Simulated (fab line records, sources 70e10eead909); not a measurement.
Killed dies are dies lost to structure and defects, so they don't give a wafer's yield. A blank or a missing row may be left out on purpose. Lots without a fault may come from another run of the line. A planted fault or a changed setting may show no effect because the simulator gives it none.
Which tool did it? | flow nand_harc | 12 lots, 36 wafers sampled, at 5 steps of a route of 1159

WHAT THE GAUGES READ, wafer by wafer
NHARC_THIN_TSV_INSPECT_40.
lot  | measured     | on                | raw_defect_count
L201 | day 19 09:29 | defect_inspect-01 | 443 630 432
L204 | day 19 09:29 | defect_inspect-02 | 367 434 393
L205 | day 20 04:02 | defect_inspect-01 | 385 340 342
L202 | day 20 04:02 | defect_inspect-02 | 371 384 417
L207 | day 20 22:40 | defect_inspect-02 | 527 391 393
L211 | day 23 06:18 | defect_inspect-01 | 566 523 485
L217 | day 23 22:51 | defect_inspect-02 | 701 605 516
L218 | day 23 22:50 | defect_inspect-01 | 486 553 473
L221 | day 24 02:09 | defect_inspect-02 | 542 608 441
L222 | day 24 10:45 | defect_inspect-02 | 396 447 477
L219 | day 24 20:53 | defect_inspect-02 | 557 513 584
L223 | day 24 20:53 | defect_inspect-01 | 418 548 359

NHARC_END_SORT_01.
lot  | measured     | on        | defect_limited_yield (%) | killed_at_array | killed_at_other | killed_at_periphery | killed_dies | killed_open | killed_short | sort_bin_2_pct (%) | sort_bin_3_pct (%) | sort_bin_4_pct (%) | sort_n_pass | sort_rim_yield_pct (%) | sort_yield_pct (%)
L201 | day 19 13:20 | prober-01 | 96.5 95.7 94.4           | 22 24 33        | 1 0 0           | 1 5 5               | 24 29 38    | 2 6 2       | 2 4 4        | 1.5 1.9 2.4        | 0.15 0.15 0.30     | 1.9 2.2 3.0        | 653 648 639 | 96.2 100.0 96.2        | 96.5 95.7 94.4
L205 | day 20 07:07 | prober-02 | 97.5 96.6 97.8           | 14 19 12        | 0 1 0           | 3 3 3               | 17 23 15    | 3 5 2       | 2 3 0        | 0.9 1.0 0.4        | 0 0.30 0           | 1.6 2.1 1.8        | 660 654 662 | 99.1 95.3 98.1         | 97.5 96.6 97.8
L211 | day 23 09:22 | prober-02 | 93.5 93.4 94.8           | 39 40 32        | 1 1 1           | 4 4 2               | 44 45 35    | 2 4 7       | 2 1 2        | 2.1 2.5 1.8        | 0.15 0.44 0.74     | 4.3 3.7 2.7        | 633 632 642 | 95.3 94.3 96.2         | 93.5 93.4 94.8
L217 | day 24 01:55 | prober-02 | 95.6 94.8 94.1           | 29 32 36        | 1 1 0           | 0 2 4               | 30 35 40    | 3 2 4       | 1 4 2        | 1.2 0.9 1.5        | 0.30 0.44 0.30     | 3.0 3.8 4.1        | 647 642 637 | 97.2 94.3 92.5         | 95.6 94.8 94.1
L218 | day 24 09:38 | prober-02 | 95.1 96.3 95.4           | 29 25 28        | 0 0 1           | 4 0 2               | 33 25 31    | 5 3 3       | 4 0 2        | 1.5 0.7 1.6        | 0.15 0.30 0.30     | 3.2 2.7 2.7        | 644 652 646 | 99.1 96.2 95.3         | 95.1 96.3 95.4

WHICH TOOL RAN EACH LOT (tool, then ch and the chambers of the sampled wafers, then the start)
lot  | NHARC_THIN_TSV_CMP_21         | NHARC_THIN_TSV_PRE_CLEAN_54  | NHARC_THIN_TSV_ETCH_36
L201 | cmp-02 ch 1,2,3, day 19 03:22 | pvd_sputter-02, day 19 03:58 | rie_metal-03 ch 0,1, day 19 05:28
L204 | cmp-01 ch 0,2,3, day 19 04:41 | pvd_sputter-01, day 19 05:08 | rie_metal-01 ch 0,1, day 19 06:46
L205 | cmp-01 ch 0,2, day 19 20:48   | pvd_sputter-01, day 19 21:19 | rie_metal-01 ch 0,1, day 19 22:55
L202 | cmp-03 ch 0,3, day 19 21:56   | pvd_sputter-02, day 19 22:28 | rie_metal-02 ch 0,1, day 20 00:06
L207 | cmp-01 ch 0,2, day 20 15:24   | pvd_sputter-03, day 20 15:56 | rie_metal-02 ch 0,1, day 20 17:34
L211 | cmp-02 ch 1,2,3, day 22 22:59 | pvd_sputter-03, day 22 23:29 | rie_metal-02 ch 0,1, day 23 00:58
L217 | cmp-01 ch 1,2,3, day 23 13:20 | pvd_sputter-02, day 23 13:53 | rie_metal-02 ch 0,1, day 23 15:29
L218 | cmp-03 ch 0,1,3, day 23 16:08 | pvd_sputter-03, day 23 16:41 | rie_metal-01 ch 0,1, day 23 18:17
L221 | cmp-01 ch 0,2,3, day 23 20:26 | pvd_sputter-01, day 23 20:57 | rie_metal-01 ch 0,1, day 23 22:35
L222 | cmp-02 ch 1,3, day 24 03:16   | pvd_sputter-02, day 24 03:49 | rie_metal-01 ch 0,1, day 24 05:25
L219 | cmp-01 ch 0,1,3, day 24 13:20 | pvd_sputter-02, day 24 13:50 | rie_metal-01 ch 0, day 24 15:27
L223 | cmp-03 ch 1,3, day 24 14:22   | pvd_sputter-01, day 24 14:53 | rie_metal-03 ch 0,1, day 24 16:22
- NHARC_THIN_TSV_CMP_21: polishes, t overpolish 30 s, target thk 2000 nm.
- NHARC_THIN_TSV_PRE_CLEAN_54: time 30 s.
- NHARC_THIN_TSV_ETCH_36: etches the open film in Cl2/BCl3, target depth 65 nm, time 18.571 s.

WHAT THE TOOLS THEMSELVES READ (means of the sampled wafers that have a number; where no wafer has one, the mark that the record gives instead)
NHARC_THIN_TSV_CMP_21.
lot  | tool   | motor_current_A (A) | overpolish_run_s (s)
L201 | cmp-02 | 12.8                | 30.007
L204 | cmp-01 | 11.0                | 30.002
L205 | cmp-01 | 11.5                | 29.998
L202 | cmp-03 | 11.9                | 30.010
L207 | cmp-01 | 11.1                | 30.001
L211 | cmp-02 | 12.6                | 30.000
L217 | cmp-01 | 11.6                | 29.996
L218 | cmp-03 | 11.2                | 30.000
L221 | cmp-01 | 11.0                | 30.003
L222 | cmp-02 | 12.1                | 30.005
L219 | cmp-01 | 11.2                | 30.006
L223 | cmp-03 | 12.0                | 30.004

NHARC_THIN_TSV_PRE_CLEAN_54.
lot  | tool           | heater_power_w (W)
L201 | pvd_sputter-02 | 400
L204 | pvd_sputter-01 | 452
L205 | pvd_sputter-01 | 431
L202 | pvd_sputter-02 | 417
L207 | pvd_sputter-03 | 397
L211 | pvd_sputter-03 | 367
L217 | pvd_sputter-02 | 400
L218 | pvd_sputter-03 | 368
L221 | pvd_sputter-01 | 444
L222 | pvd_sputter-02 | 416
L219 | pvd_sputter-02 | 397
L223 | pvd_sputter-01 | 457

NHARC_THIN_TSV_ETCH_36.
lot  | tool         | drypump_motor_current_A (A) | oes_product_au (a.u.)
L201 | rie_metal-03 | 5.4                         | 0.979
L204 | rie_metal-01 | 5.8                         | 0.993
L205 | rie_metal-01 | 5.7                         | 0.996
L202 | rie_metal-02 | 4.9                         | 0.998
L207 | rie_metal-02 | 4.9                         | 1.010
L211 | rie_metal-02 | 4.9                         | 1.002
L217 | rie_metal-02 | 4.9                         | 1.001
L218 | rie_metal-01 | 5.8                         | 0.984
L221 | rie_metal-01 | 5.8                         | 0.989
L222 | rie_metal-01 | 5.6                         | 0.990
L219 | rie_metal-01 | 6.0                         | 0.980
L223 | rie_metal-03 | 5.4                         | 0.977

THE ANSWER, worked out from the rows above alone
Rule: what is usual is taken from the lots themselves. Put in order of their means at a reading, lots are off if they are a third of the lots or fewer, leave a main group of 4 or more, and stand apart from it by a gap of 3 or more times the standard deviation of the main group's means; of several such gaps the widest counts. A main group whose means are all the same, to the digits that the tables above print for the reading, isn't used. A lot without any number at a reading at which 4 lots or more have one is off too. The other lots that the step has rows for count as sound. The gauges are gone through in route order, then the tools' own readings, and for those a lot's mean is taken as printed above. The first step at which some lot is off is used, and at that step the reading that is off furthest; a lot without a number counts as furthest.
No lot is off at any reading shown: from this, nothing can be told.

WHAT THE SIMULATOR HAD PUT IN
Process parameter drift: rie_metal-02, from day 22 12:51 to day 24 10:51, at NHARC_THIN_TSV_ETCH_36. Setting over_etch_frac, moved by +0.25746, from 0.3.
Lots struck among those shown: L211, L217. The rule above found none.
